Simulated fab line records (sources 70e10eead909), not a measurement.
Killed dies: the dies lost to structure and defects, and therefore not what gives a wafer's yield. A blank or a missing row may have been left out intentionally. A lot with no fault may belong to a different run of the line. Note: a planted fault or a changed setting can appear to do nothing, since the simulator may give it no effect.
A struck lot beside a sound one :: flow nand_harc :: 43 steps out of a route of 1159
Sound: the wafers L978.2, L978.4, L978.5. Struck: wafers L991.2, L991.3, L991.5. The cause is named last.
Per side, at each step with rows, come the tool, then ch with its chambers, and then its first start. Under that, the readings that differ: sound wafers :: struck wafers :: difference of the means :: sigmas: that difference in standard deviations of wafers without a fault.
alike: readings with means less than 2 such deviations apart, plus words and numbers identical on both sides. not compared: withheld readings, readings lacking a value on some wafer, bounds such as >300 that could conceal the same value, and numbers that have no deviation in the record and whose values overlap.
The two part at a step that has a row with sigmas, a row that says differs or no value, or rows on one side only. Numbers that have no deviation but don't overlap get no sigmas and don't part them. Lack of a reading on every wafer of one side parts them only where that side has two or more wafers.

first, 1 step without rows for these wafers: NHARC_A_CONTACT_DEVELOP_41 (develop time 35 s).
NHARC_A_CONTACT_CD_MEAS_42 targets a cd of 200 nm.
  sound on cd_sem-02 ch 0, day 16 22:14; struck on cd_sem-02 ch 0, day 19 20:11
  alike: cd_nm
NHARC_A_CONTACT_OVL_MEAS_43:
  struck on overlay-02, day 19 20:16; sound on overlay-01, day 16 22:19
reading: overlay_y_nm (nm)
sound: -0.9 -1.1 -1.4
struck: 1.0 0.9 0.8
difference: +2.0
sigmas: +3
  alike: overlay_x_nm
NHARC_A_CONTACT_INSPECT_44:
  struck on defect_inspect-02, day 19 20:19; sound on defect_inspect-02, day 16 22:21
  alike: raw_defect_count
then, 5 steps without rows for these wafers: NHARC_A_CONTACT_DESCUM_47 (chemistry O2, time 3 s); NHARC_A_CONTACT_ETCH_48 (etches the open film in CF4, target depth 39 nm, time 65 s); NHARC_A_CONTACT_ETCH_49 (etches the open film in N2/H2, target depth 260 nm, time 475.3 s); NHARC_A_CONTACT_ETCH_50 (etches the open film in CF4/CHF3, target depth 84.7 nm, time 42.4 s); NHARC_A_CONTACT_ETCH_51 (etches the open film in O2/COS, target depth 3600 nm, time 936 s).
NHARC_A_CONTACT_ETCH_111: etches the open film in C4F8/O2/Ar, time 140 s, target depth 700 nm.
  sound on har_cap_etch-02 ch 0,1, day 16 23:40; struck on har_cap_etch-03 ch 0,1, day 19 21:58
  alike: chamber_pressure_mTorr
  not compared: rf_hours_counter_h
then, 1 step without rows for these wafers: NHARC_A_CONTACT_ETCH_112 (etches the open film in C4F8/O2/Ar, time 94 s, target depth 922 nm).
NHARC_A_CONTACT_ETCH_113: etches the open film in C4F8/O2/Ar, time 94 s, target depth 922 nm.
  sound on har_cap_etch-02 ch 0,1, day 16 23:58; struck on har_cap_etch-03 ch 0,1, day 19 22:15
  alike: chamber_pressure_mTorr
  not compared: rf_hours_counter_h
NHARC_A_CONTACT_ETCH_114: etches the open film in C4F8/O2/Ar, time 94 s, target depth 922 nm.
  sound on har_cap_etch-02 ch 0,1, day 17 00:04; struck on har_cap_etch-03 ch 0,1, day 19 22:20
  alike: chamber_pressure_mTorr
  not compared: rf_hours_counter_h
then, 3 steps without rows for these wafers: NHARC_A_CONTACT_ETCH_115 (etches the open film in C4F8/O2/Ar, time 94 s, target depth 922 nm); NHARC_A_CONTACT_ETCH_116 (etches the open film in C4F8/O2/Ar, time 94 s, target depth 922 nm); NHARC_A_CONTACT_ETCH_117 (etches the open film in C4F8/O2/Ar, time 94 s, target depth 922 nm).
NHARC_A_CONTACT_ETCH_118: etches the open film in C4F8/O2/Ar, time 94 s, target depth 922 nm.
  sound on har_cap_etch-02 ch 0,1, day 17 00:25; struck on har_cap_etch-03 ch 0,1, day 19 22:43
  alike: chamber_pressure_mTorr
  not compared: rf_hours_counter_h
then, 3 steps without rows for these wafers: NHARC_A_CONTACT_ETCH_119 (etches the open film in C4F8/O2/Ar, time 94 s, target depth 922 nm); NHARC_A_CONTACT_ETCH_120 (etches the open film in C4F8/O2/Ar, time 94 s, target depth 922 nm); NHARC_A_CONTACT_ETCH_121 (etches the open film in C4F8/O2/Ar, time 94 s, target depth 922 nm).
NHARC_A_CONTACT_ETCH_122: etches the open film in C4F8/O2/Ar, time 95 s, target depth 930 nm.
  sound on har_cap_etch-02 ch 0,1, day 17 00:47; struck on har_cap_etch-03 ch 0,1, day 19 23:04
  alike: chamber_pressure_mTorr
  not compared: rf_hours_counter_h
then, 3 steps without rows for these wafers: NHARC_A_CONTACT_ETCH_123 (etches the open film in C4F8/O2/Ar, time 253 s, target depth 1090 nm); NHARC_A_CONTACT_ETCH_90 (etches the open film in CH3F/O2, target depth 40 nm, time 85.7 s); NHARC_A_CONTACT_ETCH_96 (etches the open film in C4F6/O2, target depth 20 nm, time 10 s).
NHARC_A_CONTACT_CD_MEAS_53:
  struck on cd_sem-02, day 19 23:59; sound on cd_sem-02, day 17 01:41
reading: cd_nm (nm)
sound: 189.2 189.1 189.5
struck: 187.3 187.6 188.0
difference: -1.6
sigmas: -2
then, 7 steps without rows for these wafers: NHARC_A_CONTACT_STRIP_99 (strips in N2/H2); NHARC_A_CONTACT_STRIP_100 (strips in CF4/CHF3); NHARC_A_CONTACT_STRIP_101 (strips in O2/COS); NHARC_A_CONTACT_ETCH_102 (etches the open film in CF4/O2, target depth 70 nm, overetch 7 nm, time 38.5 s); NHARC_A_CONTACT_STRIP_55 (strips in O2); NHARC_A_CONTACT_STRIP_56 (strips in post etch residue remover, time 600 s); NHARC_A_CONTACT_DEP_57 (deposits aC, target thk 2800 nm).
NHARC_A_CONTACT_DEP_58: deposits SiON, target thk 60 nm.
  sound on pecvd-03 ch 1,2, day 17 04:23; struck on pecvd-04 ch 0,1, day 20 03:20
  alike: chamber_pressure_Torr, heater_power_w
then, 9 steps without rows for these wafers: NHARC_A_CONTACT_DEHYDRATE_59 (time 120 s); NHARC_A_CONTACT_HMDS_60 (time 30 s); NHARC_A_CONTACT_COAT_61 (time 75 s); NHARC_A_CONTACT_COAT_62 (time 65 s); NHARC_A_CONTACT_COAT_63 (resist thk 90 nm); NHARC_A_CONTACT_SOFTBAKE_64 (time 55 s); NHARC_A_CONTACT_EBR_65; NHARC_A_CONTACT_EXPOSE_66 (exposes mask A CC 2); NHARC_A_CONTACT_PEB_67 (peb time 65 s).
-- the record jumps here: 3 days lie between the struck wafers' starts before and after (it left off in module A_CONTACT and takes up again in module END, whose first step shown is number 1159 of the route) --
NHARC_END_SORT_01:
  only the struck wafers appear in the record here, on prober-01 ch 0 at day 23 00:31; the sound ones have no rows

## WHERE THEY PART
Last at NHARC_END_SORT_01 as far as this record goes, first at NHARC_A_CONTACT_OVL_MEAS_43.

WHY: the cause the simulator had injected
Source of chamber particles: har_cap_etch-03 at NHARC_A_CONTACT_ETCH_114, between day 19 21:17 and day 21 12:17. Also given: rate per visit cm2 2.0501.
